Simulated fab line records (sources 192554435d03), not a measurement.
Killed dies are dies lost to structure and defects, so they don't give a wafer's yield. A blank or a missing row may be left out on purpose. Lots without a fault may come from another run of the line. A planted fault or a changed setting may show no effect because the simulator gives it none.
Chamber matching :: flow n5-finfet :: rie-diel-01 running N5_MOL_CONTACT_COAG_ETCHBACK_135: 4 sister chambers
The step etches SiO2 in CHF3, target depth 25 nm, time 16.7 s. 14 wafers are shown with their chamber, then 7 later ones without.

== WAFERS WITH THEIR CHAMBER ==
wafer: L075.2
chamber: 3
drypump-motor-current-A (A): 5.7
oes-product-au (a.u.): 0.90
showerhead-plenum-p-Torr (Torr): 2.33

wafer: L075.3
chamber: 0
drypump-motor-current-A (A): 6.1
oes-product-au (a.u.): 0.73
showerhead-plenum-p-Torr (Torr): 2.27

wafer: L075.4
chamber: 2
drypump-motor-current-A (A): 6.4
oes-product-au (a.u.): 0.72
showerhead-plenum-p-Torr (Torr): 2.34

wafer: L078.1
chamber: 0
drypump-motor-current-A (A): 6.1
oes-product-au (a.u.): 0.73
showerhead-plenum-p-Torr (Torr): 2.27

wafer: L078.2
chamber: 1
drypump-motor-current-A (A): 5.3
oes-product-au (a.u.): 0.70
showerhead-plenum-p-Torr (Torr): 2.36

wafer: L078.4
chamber: 3
drypump-motor-current-A (A): 5.7
oes-product-au (a.u.): 0.88
showerhead-plenum-p-Torr (Torr): 2.33

wafer: L079.2
chamber: 2
drypump-motor-current-A (A): 6.3
oes-product-au (a.u.): 0.71
showerhead-plenum-p-Torr (Torr): 2.34

wafer: L079.3
chamber: 0
drypump-motor-current-A (A): 6.0
oes-product-au (a.u.): 0.73
showerhead-plenum-p-Torr (Torr): 2.27

wafer: L079.5
chamber: 2
drypump-motor-current-A (A): 6.4
oes-product-au (a.u.): 0.71
showerhead-plenum-p-Torr (Torr): 2.34

wafer: L081.2
chamber: 0
drypump-motor-current-A (A): 6.1
oes-product-au (a.u.): 0.72
showerhead-plenum-p-Torr (Torr): 2.27

wafer: L081.3
chamber: 3
drypump-motor-current-A (A): 5.7
oes-product-au (a.u.): 0.88
showerhead-plenum-p-Torr (Torr): 2.32

wafer: L081.5
chamber: 3
drypump-motor-current-A (A): 5.7
oes-product-au (a.u.): 0.87
showerhead-plenum-p-Torr (Torr): 2.32

wafer: L086.1
chamber: 1
drypump-motor-current-A (A): 5.3
oes-product-au (a.u.): 0.69
showerhead-plenum-p-Torr (Torr): 2.35

wafer: L086.3
chamber: 0
drypump-motor-current-A (A): 6.1
oes-product-au (a.u.): 0.71
showerhead-plenum-p-Torr (Torr): 2.26

SIGNATURES, as means of the wafers listed above
reading: drypump-motor-current-A
chamber 0: 6.080
chamber 1: 5.300
chamber 2: 6.367
chamber 3: 5.700
scatter within a chamber: 0.0383

reading: oes-product-au
chamber 0: 0.7240
chamber 1: 0.6950
chamber 2: 0.7133
chamber 3: 0.8825
scatter within a chamber: 0.00955

reading: showerhead-plenum-p-Torr
chamber 0: 2.2680
chamber 1: 2.3550
chamber 2: 2.3400
chamber 3: 2.3250
scatter within a chamber: 0.0048
Rule: a wafer's distance from a chamber is the root of the sum, over the readings, of the square of ((its reading less the chamber's mean) divided by the reading's scatter). If the next closest chamber is less than 2 further off than the closest, the wafer can't be placed; otherwise it belongs to the closest. The scatter: take each reading less its chamber's mean, square it, sum over the shown wafers, divide by the number of wafers less the number of chambers, and take the root.

== WAFERS MISSING THEIR CHAMBER ==
wafer: L086.4
drypump-motor-current-A (A): 5.3
oes-product-au (a.u.): 0.69
showerhead-plenum-p-Torr (Torr): 2.35

wafer: L095.1
drypump-motor-current-A (A): 6.4
oes-product-au (a.u.): 0.90
showerhead-plenum-p-Torr (Torr): 2.33

wafer: L095.2
drypump-motor-current-A (A): 6.1
oes-product-au (a.u.): 0.70
showerhead-plenum-p-Torr (Torr): 2.26

wafer: L095.3
drypump-motor-current-A (A): 5.3
oes-product-au (a.u.): 0.67
showerhead-plenum-p-Torr (Torr): 2.35

wafer: L095.4
drypump-motor-current-A (A): 5.7
oes-product-au (a.u.): 0.82
showerhead-plenum-p-Torr (Torr): 2.31

wafer: L095.5
drypump-motor-current-A (A): 5.3
oes-product-au (a.u.): 0.67
showerhead-plenum-p-Torr (Torr): 2.35

wafer: L095.6
drypump-motor-current-A (A): 6.1
oes-product-au (a.u.): 0.69
showerhead-plenum-p-Torr (Torr): 2.26

== WHICH CHAMBER EACH WENT THROUGH ==
wafer: L086.4
from the rows above: 1
in truth: 1

wafer: L095.1
from the rows above: can't be placed: 3 or 2
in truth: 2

wafer: L095.2
from the rows above: 0
in truth: 0

wafer: L095.3
from the rows above: 1
in truth: 1

wafer: L095.4
from the rows above: 3
in truth: 3

wafer: L095.5
from the rows above: 1
in truth: 1

wafer: L095.6
from the rows above: 0
in truth: 0
Placed correctly: 6 of 7. These rows do not allow placing 1 (true chamber among the candidates in 1). 0 placed wrongly.
